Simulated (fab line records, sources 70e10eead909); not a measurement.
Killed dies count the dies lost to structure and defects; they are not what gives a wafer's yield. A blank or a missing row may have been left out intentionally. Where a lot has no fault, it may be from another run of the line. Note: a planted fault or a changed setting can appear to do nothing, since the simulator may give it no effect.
Matching of chambers	flow nand_harc	4 sister chambers for NHARC_A_CHANNEL_FILL_D1_ALD_02 on ald_hk-03
The step deposits SiO2, target thk 6 nm, pulse time 10 s, ald cycles 60. 8 wafers are shown with their chamber, then 12 later ones without.

WAFERS PAIRED WITH THEIR CHAMBERS
wafer	chamber	heater_power_w (W)	precursor_pulse_height_rel
L079.4	3	480	0.989
L080.4	1	486	1.017
L084.2	1	509	1.001
L084.6	3	473	1.004
L088.6	2	508	1.024
L091.3	0	415	0.981
L091.4	2	493	0.974
L091.6	0	418	1.030

WAFERS WITHOUT THEIR CHAMBER
wafer	heater_power_w (W)	precursor_pulse_height_rel
L093.4	503	0.979
L093.5	407	1.010
L093.6	496	1.005
L092.4	414	1.011
L092.5	505	1.003
L092.6	468	1.000
L095.2	528	1.021
L095.5	496	0.989
L095.6	461	0.981
L096.2	527	0.990
L096.3	459	0.991
L096.5	528	1.009

EACH ONE'S CHAMBER
wafer	from the rows above	in truth
L093.4	can't be placed: 2 or 1 or 3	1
L093.5	0	0
L093.6	can't be placed: 1 or 2 or 3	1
L092.4	0	0
L092.5	can't be placed: 2 or 1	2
L092.6	3	3
L095.2	can't be placed: 2 or 1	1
L095.5	can't be placed: 2 or 1 or 3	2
L095.6	3	3
L096.2	can't be placed: 2 or 1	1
L096.3	3	3
L096.5	can't be placed: 2 or 1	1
Placed correctly: 5 of 12. Cannot be placed on the basis of these rows: 7; the candidates contain the true chamber in 7. Wrongly placed: 0.
How it was worked out, from the rows above alone: a wafer's distance from a chamber is the root of the sum, over the readings, of the square of ((its reading less the chamber's mean) divided by the reading's scatter). The wafer belongs to the nearest chamber; if the next one is less than 2 further off, it can't be placed. For every chamber, the mean is computed from those of its wafers that are shown. The scatter: the root of (the sum of the squares of (reading less its chamber's mean) over the shown wafers, divided by (wafers less chambers)).
